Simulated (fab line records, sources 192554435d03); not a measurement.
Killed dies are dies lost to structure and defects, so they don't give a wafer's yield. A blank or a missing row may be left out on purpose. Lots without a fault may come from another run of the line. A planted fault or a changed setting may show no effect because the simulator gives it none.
Which tool did it? | flow n5_finfet | 10 lots, 30 wafers sampled, at 5 steps of a route of 1938

WHAT THE GAUGES READ, wafer by wafer
N5_STI_FIN_REVEAL_FIN_H_MEAS_10.
lot  | measured    | on     | trench_depth_nm (nm)
L381 | day 2 23:58 | ocd-02 | 52.2 51.7 52.1
L382 | day 3 09:41 | ocd-01 | 52.3 51.4 51.6
L384 | day 3 18:43 | ocd-02 | 52.4 52.2 52.3
L385 | day 4 00:16 | ocd-01 | 52.0 53.2 52.9
L386 | day 4 07:16 | ocd-02 | 51.7 51.3 51.6
L391 | day 5 16:35 | ocd-02 | 52.2 52.4 52.1
L397 | day 7 09:32 | ocd-02 | 51.6 51.7 47.7
L398 | day 7 20:43 | ocd-02 | 51.8 47.2 51.2
L400 | day 8 05:55 | ocd-01 | 47.5 48.1 52.3
L402 | day 8 09:19 | ocd-02 | 50.6 51.4 51.2

WHICH TOOL RAN EACH LOT (tool, then ch and the chambers of the sampled wafers, then the start)
lot  | N5_FIN_CUT_CUT_ETCH_26            | N5_FIN_CUT_CUT_ETCH_28          | N5_FIN_CUT_STRIP_22               | N5_STI_FIN_REVEAL_ETCHBACK_08
L381 | rie_diel-06 ch 1,3, day 2 14:29   | rie_si-05 ch 1,2, day 2 14:44   | rie_diel-06 ch 0,2, day 2 14:49   | rie_diel-05 ch 2,3, day 2 21:02
L382 | rie_diel-03 ch 1,2, day 2 22:41   | rie_si-06 ch 0,1,2, day 2 22:55 | rie_diel-01 ch 0,3, day 2 23:09   | rie_diel-02 ch 0,2,3, day 3 06:22
L384 | rie_diel-06 ch 0,1,3, day 3 08:53 | rie_si-05 ch 1,3, day 3 09:08   | rie_diel-06 ch 1,3, day 3 09:20   | rie_diel-04 ch 0,2,3, day 3 15:46
L385 | rie_diel-01 ch 1,3, day 3 15:10   | rie_si-04 ch 0,1,3, day 3 15:25 | rie_diel-06 ch 0,3, day 3 15:28   | rie_diel-02 ch 0,1,2, day 3 21:19
L386 | rie_diel-03 ch 0,3, day 3 21:36   | rie_si-05 ch 0,2,3, day 3 21:51 | rie_diel-01 ch 0,1,3, day 3 21:55 | rie_diel-02 ch 0,1,2, day 4 04:16
L391 | rie_diel-06 ch 0,3, day 5 06:55   | rie_si-06 ch 0,3, day 5 07:10   | rie_diel-01 ch 1,3, day 5 07:13   | rie_diel-02 ch 1,2,3, day 5 13:38
L397 | rie_diel-03 ch 0,1,2, day 7 00:08 | rie_si-04 ch 0,1,2, day 7 00:23 | rie_diel-06 ch 0,1,2, day 7 00:31 | rie_diel-02 ch 0,1,3, day 7 06:22
L398 | rie_diel-03 ch 2,3, day 7 11:11   | rie_si-05 ch 0,1,3, day 7 11:26 | rie_diel-03 ch 1,2, day 7 11:31   | rie_diel-02 ch 0,1, day 7 17:46
L400 | rie_diel-01 ch 0,2, day 7 20:46   | rie_si-06 ch 0,2,3, day 7 21:01 | rie_diel-03 ch 1,2,3, day 7 21:05 | rie_diel-02 ch 0,1,3, day 8 02:57
L402 | rie_diel-03 ch 0,2,3, day 8 00:07 | rie_si-04 ch 0,1,2, day 8 00:22 | rie_diel-01 ch 0,2, day 8 00:26   | rie_diel-05 ch 0,3, day 8 06:22
- N5_FIN_CUT_CUT_ETCH_26: etches SiNx in CH3F/O2, target depth 39 nm, time 55.7 s.
- N5_FIN_CUT_CUT_ETCH_28: etches Si in HBr/Cl2/O2, target depth 6 nm, time 2.4 s.
- N5_FIN_CUT_STRIP_22: strips in N2/H2.
- N5_STI_FIN_REVEAL_ETCHBACK_08: etches SiO2 in C4F6/O2, target depth 30.5 nm, time 10.167 s.

THE ANSWER, worked out from the rows above alone
Rule: what is usual is taken from the lots themselves. Put in order of their means at a reading, lots are off if they are a third of the lots or fewer, leave a main group of 4 or more, and stand apart from it by a gap of 3 or more times the standard deviation of the main group's means; of several such gaps the widest counts. A main group whose means are all the same, to the digits that the tables above print for the reading, isn't used. A lot without any number at a reading at which 4 lots or more have one is off too. The other lots that the step has rows for count as sound.
No lot is off at any reading shown: from this, nothing can be told.

WHAT THE SIMULATOR HAD PUT IN
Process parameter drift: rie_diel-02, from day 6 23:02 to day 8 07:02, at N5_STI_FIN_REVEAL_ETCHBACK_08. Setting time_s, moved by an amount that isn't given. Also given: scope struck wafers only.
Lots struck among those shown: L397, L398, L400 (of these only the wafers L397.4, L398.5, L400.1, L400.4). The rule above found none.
